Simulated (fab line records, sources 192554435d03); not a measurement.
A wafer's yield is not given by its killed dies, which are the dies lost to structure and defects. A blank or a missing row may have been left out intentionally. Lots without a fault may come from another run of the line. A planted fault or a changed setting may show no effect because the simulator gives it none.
Which tool was responsible? :: flow n5Finfet :: 24 lots with 72 wafers sampled at 6 steps, on a route of 1938 steps

## WHAT THE GAUGES SHOWED, per wafer
N5_BEOL_M4_CD_MEAS_28: target cd 26.2 nm, target cd y 24.1 nm. Usual: 26.35 nm for cdNm, sd 0.25.
lot: L075
measured: day 7 22:28
on: cdSem-03
cdNm (nm): 26.33 26.08 26.14
flag: 

lot: L076
measured: day 8 02:31
on: cdSem-03
cdNm (nm): 26.11 26.47 26.45
flag: 

lot: L077
measured: day 8 02:56
on: cdSem-03
cdNm (nm): 26.55 26.43 26.50
flag: 

lot: L074
measured: day 8 11:25
on: cdSem-02
cdNm (nm): 26.46 26.17 26.10
flag: 

lot: L079
measured: day 8 16:16
on: cdSem-02
cdNm (nm): 26.33 26.30 26.28
flag: 

lot: L078
measured: day 8 16:36
on: cdSem-02
cdNm (nm): 26.56 26.20 26.61
flag: 

lot: L080
measured: day 9 00:02
on: cdSem-02
cdNm (nm): 26.19 26.10 26.00
flag: 

lot: L081
measured: day 9 07:24
on: cdSem-02
cdNm (nm): 26.46 26.50 26.53
flag: 

lot: L082
measured: day 9 12:47
on: cdSem-02
cdNm (nm): 26.06 26.46 26.40
flag: 

lot: L083
measured: day 10 01:00
on: cdSem-01
cdNm (nm): 26.12 26.29 26.40
flag: 

lot: L084
measured: day 10 08:20
on: cdSem-01
cdNm (nm): 26.50 26.65 25.56
flag: 

lot: L085
measured: day 10 09:55
on: cdSem-02
cdNm (nm): 26.51 26.38 25.92
flag: 

lot: L086
measured: day 10 20:37
on: cdSem-01
cdNm (nm): 25.97 26.25 26.33
flag: 

lot: L087
measured: day 11 00:02
on: cdSem-03
cdNm (nm): 25.98 26.38 26.51
flag: 

lot: L088
measured: day 11 03:26
on: cdSem-02
cdNm (nm): 26.25 26.18 26.32
flag: 

lot: L089
measured: day 11 11:00
on: cdSem-01
cdNm (nm): 27.08 26.29 26.56
flag: 

lot: L091
measured: day 11 19:55
on: cdSem-03
cdNm (nm): 26.31 26.50 26.07
flag: 

lot: L090
measured: day 11 20:08
on: cdSem-03
cdNm (nm): 26.24 26.12 26.52
flag: 

lot: L092
measured: day 12 04:26
on: cdSem-01
cdNm (nm): 26.24 26.35 26.32
flag: 

lot: L094
measured: day 12 15:08
on: cdSem-01
cdNm (nm): 26.63 26.08 26.24
flag: 

lot: L093
measured: day 12 15:19
on: cdSem-01
cdNm (nm): 26.30 26.11 26.46
flag: 

lot: L095
measured: day 13 00:55
on: cdSem-03
cdNm (nm): 26.42 26.23 25.85
flag: 

lot: L096
measured: day 13 06:19
on: cdSem-03
cdNm (nm): 26.08 26.79 26.82
flag: 

lot: L097
measured: day 13 07:16
on: cdSem-03
cdNm (nm): 26.46 26.26 26.36
flag: 

N5_BEOL_M4_OVL_MEAS_29. Usual: V3_OVL gives -0.6 nm (standard deviation 0.66).
lot: L075
measured: day 7 22:29
on: overlay-02
V3_OVL (nm): -1.1 -1.6 -0.8
flag: 

lot: L076
measured: day 8 02:33
on: overlay-02
V3_OVL (nm): -0.6 -1.5 -1.1
flag: 

lot: L077
measured: day 8 02:59
on: overlay-02
V3_OVL (nm): 0.3 -0.7 0.7
flag: 

lot: L074
measured: day 8 11:27
on: overlay-02
V3_OVL (nm): -0.3 -0.3 0.0
flag: 

lot: L079
measured: day 8 16:18
on: overlay-01
V3_OVL (nm): 0.8 0.6 0.4
flag: 

lot: L078
measured: day 8 16:39
on: overlay-01
V3_OVL (nm): 0.2 -0.9 -1.6
flag: 

lot: L080
measured: day 9 00:05
on: overlay-01
V3_OVL (nm): -0.1 -0.3 -0.5
flag: 

lot: L081
measured: day 9 07:26
on: overlay-02
V3_OVL (nm): -1.0 -1.0 -1.2
flag: 

lot: L082
measured: day 9 12:50
on: overlay-01
V3_OVL (nm): -0.4 -0.5 -0.7
flag: 

lot: L083
measured: day 10 01:02
on: overlay-01
V3_OVL (nm): -0.1 -0.6 -0.2
flag: 

lot: L084
measured: day 10 08:22
on: overlay-02
V3_OVL (nm): 0.4 -0.5 -1.2
flag: 

lot: L085
measured: day 10 09:57
on: overlay-01
V3_OVL (nm): 0.0 -0.6 -0.1
flag: 

lot: L086
measured: day 10 20:39
on: overlay-01
V3_OVL (nm): -1.3 -0.4 -1.0
flag: 

lot: L087
measured: day 11 00:04
on: overlay-01
V3_OVL (nm): -0.2 -0.2 -0.8
flag: 

lot: L088
measured: day 11 03:29
on: overlay-01
V3_OVL (nm): -1.3 -1.8 -0.7
flag: 

lot: L089
measured: day 11 11:02
on: overlay-01
V3_OVL (nm): -1.2 -0.9 -0.8
flag: 

lot: L091
measured: day 11 19:58
on: overlay-02
V3_OVL (nm): -1.4 -1.1 -1.5
flag: 

lot: L090
measured: day 11 20:10
on: overlay-01
V3_OVL (nm): -1.4 -0.8 -1.0
flag: 

lot: L092
measured: day 12 04:28
on: overlay-02
V3_OVL (nm): -1.3 -0.1 -1.0
flag: 

lot: L094
measured: day 12 15:10
on: overlay-01
V3_OVL (nm): -0.6 0.3 -0.2
flag: 

lot: L093
measured: day 12 15:21
on: overlay-01
V3_OVL (nm): -0.5 -0.2 -1.2
flag: 

lot: L095
measured: day 13 00:57
on: overlay-02
V3_OVL (nm): 1.0 0.4 -0.4
flag: 

lot: L096
measured: day 13 06:20
on: overlay-01
V3_OVL (nm): -1.0 -0.9 -0.7
flag: 

lot: L097
measured: day 13 07:19
on: overlay-01
V3_OVL (nm): -0.6 -0.6 -0.8
flag: 

N5_BEOL_M5_INSPECT_13: inspects for defects (brightfield). Usual: 419 for rawDefectCount, sd 110.
lot: L075
measured: day 8 12:34
on: defectInspect-01
rawDefectCount: 371 254 381
flag: 

lot: L076
measured: day 8 15:04
on: defectInspect-01
rawDefectCount: 273 258 275
flag: 

lot: L077
measured: day 8 14:56
on: defectInspect-02
rawDefectCount: 323 485 465
flag: 

lot: L074
measured: day 8 23:29
on: defectInspect-02
rawDefectCount: 447 310 404
flag: 

lot: L079
measured: day 9 07:02
on: defectInspect-02
rawDefectCount: 457 449 494
flag: 

lot: L078
measured: day 9 09:46
on: defectInspect-01
rawDefectCount: 400 371 403
flag: 

lot: L080
measured: day 9 10:17
on: defectInspect-02
rawDefectCount: 410 472 436
flag: 

lot: L081
measured: day 9 16:51
on: defectInspect-02
rawDefectCount: 456 541 375
flag: 

lot: L082
measured: day 10 06:02
on: defectInspect-01
rawDefectCount: 518 466 437
flag: 

lot: L083
measured: day 10 11:44
on: defectInspect-02
rawDefectCount: 263 392 308
flag: 

lot: L084
measured: day 10 18:10
on: defectInspect-02
rawDefectCount: 496 501 473
flag: 

lot: L085
measured: day 11 05:17
on: defectInspect-01
rawDefectCount: 258 431 232
flag: 

lot: L086
measured: day 11 05:27
on: defectInspect-02
rawDefectCount: 678 675 491
flag: 

lot: L087
measured: day 11 14:23
on: defectInspect-02
rawDefectCount: 457 537 592
flag: 

lot: L088
measured: day 11 20:34
on: defectInspect-01
rawDefectCount: 406 276 307
flag: 

lot: L089
measured: day 11 22:25
on: defectInspect-02
rawDefectCount: 413 258 307
flag: 

lot: L091
measured: day 12 06:14
on: defectInspect-02
rawDefectCount: 589 589 476
flag: 

lot: L090
measured: day 12 13:04
on: defectInspect-02
rawDefectCount: 316 410 498
flag: 

lot: L092
measured: day 12 17:50
on: defectInspect-02
rawDefectCount: 323 343 329
flag: 

lot: L094
measured: day 12 22:34
on: defectInspect-02
rawDefectCount: 375 392 424
flag: 

lot: L093
measured: day 12 22:37
on: defectInspect-02
rawDefectCount: 448 796 486
flag: 

lot: L095
measured: day 13 14:05
on: defectInspect-02
rawDefectCount: 364 369 348
flag: 

lot: L096
measured: day 13 16:20
on: defectInspect-01
rawDefectCount: 248 403 353
flag: 

lot: L097
measured: day 13 16:30
on: defectInspect-01
rawDefectCount: 420 262 375
flag: 

## TOOL THAT RAN EACH LOT (tool first, then ch and the chambers of the sampled wafers, then the start)
lot: L075
N5_BEOL_M4_ETCHBACK_99: rieDiel-05 ch 0,1,3, day 8 04:30
N5_BEOL_M4_SPUTTER_79: pvdSputter-01, day 8 07:02
N5_BEOL_M4_ANNEAL_93: pvdSputter-01, day 8 08:13

lot: L076
N5_BEOL_M4_ETCHBACK_99: rieDiel-05 ch 0,1,3, day 8 08:32
N5_BEOL_M4_SPUTTER_79: pvdSputter-03, day 8 10:13
N5_BEOL_M4_ANNEAL_93: pvdSputter-03, day 8 11:23

lot: L077
N5_BEOL_M4_ETCHBACK_99: rieDiel-03 ch 1,3, day 8 08:36
N5_BEOL_M4_SPUTTER_79: pvdSputter-01, day 8 10:00
N5_BEOL_M4_ANNEAL_93: pvdSputter-01, day 8 11:11

lot: L074
N5_BEOL_M4_ETCHBACK_99: rieDiel-03 ch 1,2,3, day 8 13:13
N5_BEOL_M4_SPUTTER_79: pvdSputter-03, day 8 14:56
N5_BEOL_M4_ANNEAL_93: pvdSputter-03, day 8 16:07

lot: L079
N5_BEOL_M4_ETCHBACK_99: rieDiel-06 ch 0,2,3, day 8 22:17
N5_BEOL_M4_SPUTTER_79: pvdSputter-02, day 9 00:26
N5_BEOL_M4_ANNEAL_93: pvdSputter-02, day 9 01:46

lot: L078
N5_BEOL_M4_ETCHBACK_99: rieDiel-03 ch 0,3, day 9 00:48
N5_BEOL_M4_SPUTTER_79: pvdSputter-03, day 9 02:47
N5_BEOL_M4_ANNEAL_93: pvdSputter-03, day 9 03:58

lot: L080
N5_BEOL_M4_ETCHBACK_99: rieDiel-03 ch 1,2,3, day 9 01:41
N5_BEOL_M4_SPUTTER_79: pvdSputter-01, day 9 03:29
N5_BEOL_M4_ANNEAL_93: pvdSputter-01, day 9 04:40

lot: L081
N5_BEOL_M4_ETCHBACK_99: rieDiel-03 ch 1,2,3, day 9 09:10
N5_BEOL_M4_SPUTTER_79: pvdSputter-03, day 9 10:44
N5_BEOL_M4_ANNEAL_93: pvdSputter-03, day 9 11:55

lot: L082
N5_BEOL_M4_ETCHBACK_99: rieDiel-06 ch 0,1,3, day 9 21:56
N5_BEOL_M4_SPUTTER_79: pvdSputter-03, day 9 23:47
N5_BEOL_M4_ANNEAL_93: pvdSputter-03, day 10 00:58

lot: L083
N5_BEOL_M4_ETCHBACK_99: rieDiel-05 ch 0,1,3, day 10 03:59
N5_BEOL_M4_SPUTTER_79: pvdSputter-02, day 10 06:03
N5_BEOL_M4_ANNEAL_93: pvdSputter-02, day 10 07:14

lot: L084
N5_BEOL_M4_ETCHBACK_99: rieDiel-05 ch 0,1,3, day 10 10:03
N5_BEOL_M4_SPUTTER_79: pvdSputter-02, day 10 11:29
N5_BEOL_M4_ANNEAL_93: pvdSputter-02, day 10 12:40

lot: L085
N5_BEOL_M4_ETCHBACK_99: rieDiel-03 ch 0,3, day 10 21:28
N5_BEOL_M4_SPUTTER_79: pvdSputter-01, day 10 23:07
N5_BEOL_M4_ANNEAL_93: pvdSputter-01, day 11 00:17

lot: L086
N5_BEOL_M4_ETCHBACK_99: rieDiel-03 ch 0,3, day 10 21:56
N5_BEOL_M4_SPUTTER_79: pvdSputter-03, day 10 23:38
N5_BEOL_M4_ANNEAL_93: pvdSputter-03, day 11 00:49

lot: L087
N5_BEOL_M4_ETCHBACK_99: rieDiel-03 ch 0,1,2, day 11 04:34
N5_BEOL_M4_SPUTTER_79: pvdSputter-02, day 11 07:36
N5_BEOL_M4_ANNEAL_93: pvdSputter-02, day 11 08:47

lot: L088
N5_BEOL_M4_ETCHBACK_99: rieDiel-05 ch 2,3, day 11 13:20
N5_BEOL_M4_SPUTTER_79: pvdSputter-01, day 11 14:50
N5_BEOL_M4_ANNEAL_93: pvdSputter-01, day 11 16:01

lot: L089
N5_BEOL_M4_ETCHBACK_99: rieDiel-05 ch 2,3, day 11 13:50
N5_BEOL_M4_SPUTTER_79: pvdSputter-02, day 11 16:58
N5_BEOL_M4_ANNEAL_93: pvdSputter-02, day 11 18:09

lot: L091
N5_BEOL_M4_ETCHBACK_99: rieDiel-03 ch 0,3, day 11 22:09
N5_BEOL_M4_SPUTTER_79: pvdSputter-03, day 12 00:36
N5_BEOL_M4_ANNEAL_93: pvdSputter-03, day 12 01:47

lot: L090
N5_BEOL_M4_ETCHBACK_99: rieDiel-03 ch 0,3, day 12 03:14
N5_BEOL_M4_SPUTTER_79: pvdSputter-02, day 12 05:32
N5_BEOL_M4_ANNEAL_93: pvdSputter-02, day 12 06:52

lot: L092
N5_BEOL_M4_ETCHBACK_99: rieDiel-06 ch 2,3, day 12 09:15
N5_BEOL_M4_SPUTTER_79: pvdSputter-01, day 12 12:38
N5_BEOL_M4_ANNEAL_93: pvdSputter-01, day 12 13:49

lot: L094
N5_BEOL_M4_ETCHBACK_99: rieDiel-03 ch 0,2,3, day 12 15:40
N5_BEOL_M4_SPUTTER_79: pvdSputter-02, day 12 17:13
N5_BEOL_M4_ANNEAL_93: pvdSputter-02, day 12 18:23

lot: L093
N5_BEOL_M4_ETCHBACK_99: rieDiel-06 ch 0,1,3, day 12 15:46
N5_BEOL_M4_SPUTTER_79: pvdSputter-03, day 12 17:19
N5_BEOL_M4_ANNEAL_93: pvdSputter-03, day 12 18:30

lot: L095
N5_BEOL_M4_ETCHBACK_99: rieDiel-05 ch 1,2,3, day 13 06:38
N5_BEOL_M4_SPUTTER_79: pvdSputter-01, day 13 08:11
N5_BEOL_M4_ANNEAL_93: pvdSputter-01, day 13 09:22

lot: L096
N5_BEOL_M4_ETCHBACK_99: rieDiel-03 ch 1,2,3, day 13 09:24
N5_BEOL_M4_SPUTTER_79: pvdSputter-01, day 13 11:28
N5_BEOL_M4_ANNEAL_93: pvdSputter-01, day 13 12:38

lot: L097
N5_BEOL_M4_ETCHBACK_99: rieDiel-05 ch 0,2,3, day 13 09:32
N5_BEOL_M4_SPUTTER_79: pvdSputter-02, day 13 11:31
N5_BEOL_M4_ANNEAL_93: pvdSputter-02, day 13 12:42
- N5_BEOL_M4_ETCHBACK_99: etches SiO2 in CHF3, target depth 5 nm, time 10.4 s.
- N5_BEOL_M4_SPUTTER_79: material Cu, target thk 4.5 nm, time 8.29 s.
- N5_BEOL_M4_ANNEAL_93: time 240 s.

## WHAT THE TOOLS THEMSELVES READ (means of the sampled wafers that have a number; where no wafer has one, the mark that the record gives instead)
N5_BEOL_M4_ETCHBACK_99. Usual: drypumpMotorCurrentA 5.6 A, standard deviation 0.49; oesProductAu 0.83 a.u., standard deviation 0.098; rfVppV 241 V, standard deviation 5.7; showerheadPlenumPTorr 2.14 Torr, standard deviation 0.049; throttleValvePct 17.07 %, standard deviation 0.22.
lot: L075
tool: rieDiel-05
drypumpMotorCurrentA (A): 5.7
oesProductAu (a.u.): 0.81
rfVppV (V): 242
showerheadPlenumPTorr (Torr): 2.14
throttleValvePct (%): 17.08
flag: 

lot: L076
tool: rieDiel-05
drypumpMotorCurrentA (A): 5.7
oesProductAu (a.u.): 0.81
rfVppV (V): 242
showerheadPlenumPTorr (Torr): 2.14
throttleValvePct (%): 17.08
flag: 

lot: L077
tool: rieDiel-03
drypumpMotorCurrentA (A): 5.8
oesProductAu (a.u.): 0.86
rfVppV (V): 241
showerheadPlenumPTorr (Torr): 2.12
throttleValvePct (%): 16.96
flag: 

lot: L074
tool: rieDiel-03
drypumpMotorCurrentA (A): 5.7
oesProductAu (a.u.): 0.85
rfVppV (V): 244
showerheadPlenumPTorr (Torr): 2.15
throttleValvePct (%): 16.97
flag: 

lot: L079
tool: rieDiel-06
drypumpMotorCurrentA (A): 4.9
oesProductAu (a.u.): 0.85
rfVppV (V): 235
showerheadPlenumPTorr (Torr): 2.19
throttleValvePct (%): 17.07
flag: 

lot: L078
tool: rieDiel-03
drypumpMotorCurrentA (A): 5.8
oesProductAu (a.u.): 0.79
rfVppV (V): 245
showerheadPlenumPTorr (Torr): 2.17
throttleValvePct (%): 17.21
flag: 

lot: L080
tool: rieDiel-03
drypumpMotorCurrentA (A): 5.7
oesProductAu (a.u.): 0.84
rfVppV (V): 243
showerheadPlenumPTorr (Torr): 2.15
throttleValvePct (%): 16.96
flag: 

lot: L081
tool: rieDiel-03
drypumpMotorCurrentA (A): 5.7
oesProductAu (a.u.): 0.84
rfVppV (V): 244
showerheadPlenumPTorr (Torr): 2.15
throttleValvePct (%): 16.97
flag: 

lot: L082
tool: rieDiel-06
drypumpMotorCurrentA (A): 5.3
oesProductAu (a.u.): 0.73
rfVppV (V): 237
showerheadPlenumPTorr (Torr): 2.20
throttleValvePct (%): 17.31
flag: 

lot: L083
tool: rieDiel-05
drypumpMotorCurrentA (A): 5.7
oesProductAu (a.u.): 0.79
rfVppV (V): 241
showerheadPlenumPTorr (Torr): 2.13
throttleValvePct (%): 17.10
flag: 

lot: L084
tool: rieDiel-05
drypumpMotorCurrentA (A): 5.7
oesProductAu (a.u.): 0.79
rfVppV (V): 242
showerheadPlenumPTorr (Torr): 2.13
throttleValvePct (%): 17.11
flag: 

lot: L085
tool: rieDiel-03
drypumpMotorCurrentA (A): 6.0
oesProductAu (a.u.): 0.93
rfVppV (V): 245
showerheadPlenumPTorr (Torr): 2.14
throttleValvePct (%): 17.07
flag: 

lot: L086
tool: rieDiel-03
drypumpMotorCurrentA (A): 5.8
oesProductAu (a.u.): 0.92
rfVppV (V): 245
showerheadPlenumPTorr (Torr): 2.16
throttleValvePct (%): 16.93
flag: 

lot: L087
tool: rieDiel-03
drypumpMotorCurrentA (A): 6.0
oesProductAu (a.u.): 0.89
rfVppV (V): 244
showerheadPlenumPTorr (Torr): 2.13
throttleValvePct (%): 16.97
flag: 

lot: L088
tool: rieDiel-05
drypumpMotorCurrentA (A): 5.7
oesProductAu (a.u.): 0.69
rfVppV (V): 235
showerheadPlenumPTorr (Torr): 2.10
throttleValvePct (%): 17.27
flag: 

lot: L089
tool: rieDiel-05
drypumpMotorCurrentA (A): 5.7
oesProductAu (a.u.): 0.70
rfVppV (V): 236
showerheadPlenumPTorr (Torr): 2.10
throttleValvePct (%): 17.28
flag: 

lot: L091
tool: rieDiel-03
drypumpMotorCurrentA (A): 6.0
oesProductAu (a.u.): 0.90
rfVppV (V): 245
showerheadPlenumPTorr (Torr): 2.14
throttleValvePct (%): 17.08
flag: 

lot: L090
tool: rieDiel-03
drypumpMotorCurrentA (A): 6.0
oesProductAu (a.u.): 0.89
rfVppV (V): 247
showerheadPlenumPTorr (Torr): 2.14
throttleValvePct (%): 17.09
flag: 

lot: L092
tool: rieDiel-06
drypumpMotorCurrentA (A): 4.8
oesProductAu (a.u.): 0.73
rfVppV (V): 237
showerheadPlenumPTorr (Torr): 2.19
throttleValvePct (%): 17.34
flag: 

lot: L094
tool: rieDiel-03
drypumpMotorCurrentA (A): 5.9
oesProductAu (a.u.): 0.86
rfVppV (V): 247
showerheadPlenumPTorr (Torr): 2.16
throttleValvePct (%): 16.97
flag: 

lot: L093
tool: rieDiel-06
drypumpMotorCurrentA (A): 5.3
oesProductAu (a.u.): 0.82
rfVppV (V): 237
showerheadPlenumPTorr (Torr): 2.19
throttleValvePct (%): 17.18
flag: 

lot: L095
tool: rieDiel-05
drypumpMotorCurrentA (A): 5.3
oesProductAu (a.u.): 0.72
rfVppV (V): 238
showerheadPlenumPTorr (Torr): 2.11
throttleValvePct (%): 17.16
flag: 

lot: L096
tool: rieDiel-03
drypumpMotorCurrentA (A): 5.7
oesProductAu (a.u.): 0.86
rfVppV (V): 244
showerheadPlenumPTorr (Torr): 2.14
throttleValvePct (%): 16.89
flag: 

lot: L097
tool: rieDiel-05
drypumpMotorCurrentA (A): 5.6
oesProductAu (a.u.): 0.73
rfVppV (V): 235
showerheadPlenumPTorr (Torr): 2.08
throttleValvePct (%): 17.27
flag: 

N5_BEOL_M4_SPUTTER_79. Usual: chamberPressurePa 0.07 Pa, standard deviation 0.00013; throttleValvePct 29.6 %, standard deviation 0.87.
lot: L075
tool: pvdSputter-01
chamberPressurePa (Pa): 0.07
throttleValvePct (%): 29.3
flag: 

lot: L076
tool: pvdSputter-03
chamberPressurePa (Pa): 0.07
throttleValvePct (%): 29.7
flag: 

lot: L077
tool: pvdSputter-01
chamberPressurePa (Pa): 0.07
throttleValvePct (%): 29.5
flag: 

lot: L074
tool: pvdSputter-03
chamberPressurePa (Pa): 0.07
throttleValvePct (%): 30.4
flag: 

lot: L079
tool: pvdSputter-02
chamberPressurePa (Pa): 0.07
throttleValvePct (%): 29.6
flag: 

lot: L078
tool: pvdSputter-03
chamberPressurePa (Pa): 0.07
throttleValvePct (%): 30.0
flag: 

lot: L080
tool: pvdSputter-01
chamberPressurePa (Pa): 0.07
throttleValvePct (%): 29.5
flag: 

lot: L081
tool: pvdSputter-03
chamberPressurePa (Pa): 0.07
throttleValvePct (%): 29.9
flag: 

lot: L082
tool: pvdSputter-03
chamberPressurePa (Pa): 0.07
throttleValvePct (%): 29.8
flag: 

lot: L083
tool: pvdSputter-02
chamberPressurePa (Pa): 0.07
throttleValvePct (%): 29.7
flag: 

lot: L084
tool: pvdSputter-02
chamberPressurePa (Pa): 0.07
throttleValvePct (%): 30.1
flag: 

lot: L085
tool: pvdSputter-01
chamberPressurePa (Pa): 0.07
throttleValvePct (%): 28.9
flag: 

lot: L086
tool: pvdSputter-03
chamberPressurePa (Pa): 0.07
throttleValvePct (%): 30.4
flag: 

lot: L087
tool: pvdSputter-02
chamberPressurePa (Pa): 0.07
throttleValvePct (%): 29.8
flag: 

lot: L088
tool: pvdSputter-01
chamberPressurePa (Pa): 0.07
throttleValvePct (%): 28.7
flag: 

lot: L089
tool: pvdSputter-02
chamberPressurePa (Pa): 0.07
throttleValvePct (%): 30.6
flag: 

lot: L091
tool: pvdSputter-03
chamberPressurePa (Pa): 0.07
throttleValvePct (%): 29.7
flag: 

lot: L090
tool: pvdSputter-02
chamberPressurePa (Pa): 0.07
throttleValvePct (%): 29.8
flag: 

lot: L092
tool: pvdSputter-01
chamberPressurePa (Pa): 0.07
throttleValvePct (%): 29.7
flag: 

lot: L094
tool: pvdSputter-02
chamberPressurePa (Pa): 0.07
throttleValvePct (%): 30.0
flag: 

lot: L093
tool: pvdSputter-03
chamberPressurePa (Pa): 0.07
throttleValvePct (%): 30.2
flag: 

lot: L095
tool: pvdSputter-01
chamberPressurePa (Pa): 0.07
throttleValvePct (%): 29.6
flag: 

lot: L096
tool: pvdSputter-01
chamberPressurePa (Pa): 0.07
throttleValvePct (%): 29.1
flag: 

lot: L097
tool: pvdSputter-02
chamberPressurePa (Pa): 0.07
throttleValvePct (%): 29.8
flag: 

N5_BEOL_M4_ANNEAL_93. Usual: 816 W for heaterPowerW, sd 79.
lot: L075
tool: pvdSputter-01
heaterPowerW (W): 863
flag: 

lot: L076
tool: pvdSputter-03
heaterPowerW (W): 808
flag: 

lot: L077
tool: pvdSputter-01
heaterPowerW (W): 799
flag: 

lot: L074
tool: pvdSputter-03
heaterPowerW (W): 881
flag: 

lot: L079
tool: pvdSputter-02
heaterPowerW (W): 798
flag: 

lot: L078
tool: pvdSputter-03
heaterPowerW (W): 870
flag: 

lot: L080
tool: pvdSputter-01
heaterPowerW (W): 800
flag: 

lot: L081
tool: pvdSputter-03
heaterPowerW (W): 810
flag: 

lot: L082
tool: pvdSputter-03
heaterPowerW (W): 805
flag: 

lot: L083
tool: pvdSputter-02
heaterPowerW (W): 852
flag: 

lot: L084
tool: pvdSputter-02
heaterPowerW (W): 822
flag: 

lot: L085
tool: pvdSputter-01
heaterPowerW (W): 861
flag: 

lot: L086
tool: pvdSputter-03
heaterPowerW (W): 883
flag: 

lot: L087
tool: pvdSputter-02
heaterPowerW (W): 879
flag: 

lot: L088
tool: pvdSputter-01
heaterPowerW (W): 789
flag: 

lot: L089
tool: pvdSputter-02
heaterPowerW (W): 856
flag: 

lot: L091
tool: pvdSputter-03
heaterPowerW (W): 806
flag: 

lot: L090
tool: pvdSputter-02
heaterPowerW (W): 790
flag: 

lot: L092
tool: pvdSputter-01
heaterPowerW (W): 795
flag: 

lot: L094
tool: pvdSputter-02
heaterPowerW (W): 870
flag: 

lot: L093
tool: pvdSputter-03
heaterPowerW (W): 855
flag: 

lot: L095
tool: pvdSputter-01
heaterPowerW (W): 804
flag: 

lot: L096
tool: pvdSputter-01
heaterPowerW (W): 814
flag: 

lot: L097
tool: pvdSputter-02
heaterPowerW (W): 874
flag: 

## THE ANSWER, worked out from the rows above alone
Rule: a lot is off if the mean of its wafers that have a number lies more than 3 standard deviations from the usual mean. Also off: a lot with no number at a reading for which 4 or more lots have one. All remaining lots with rows at the step are treated as sound. The gauges are gone through in route order, then the tools' own readings, and for those a lot's mean is taken as printed above. At the first step where some lot is off, the reading lying furthest off is the one used; lots without a number count as furthest.
Across all readings shown, no lot is off: no conclusion can be drawn from this.

## WHAT THE SIMULATOR PUT IN
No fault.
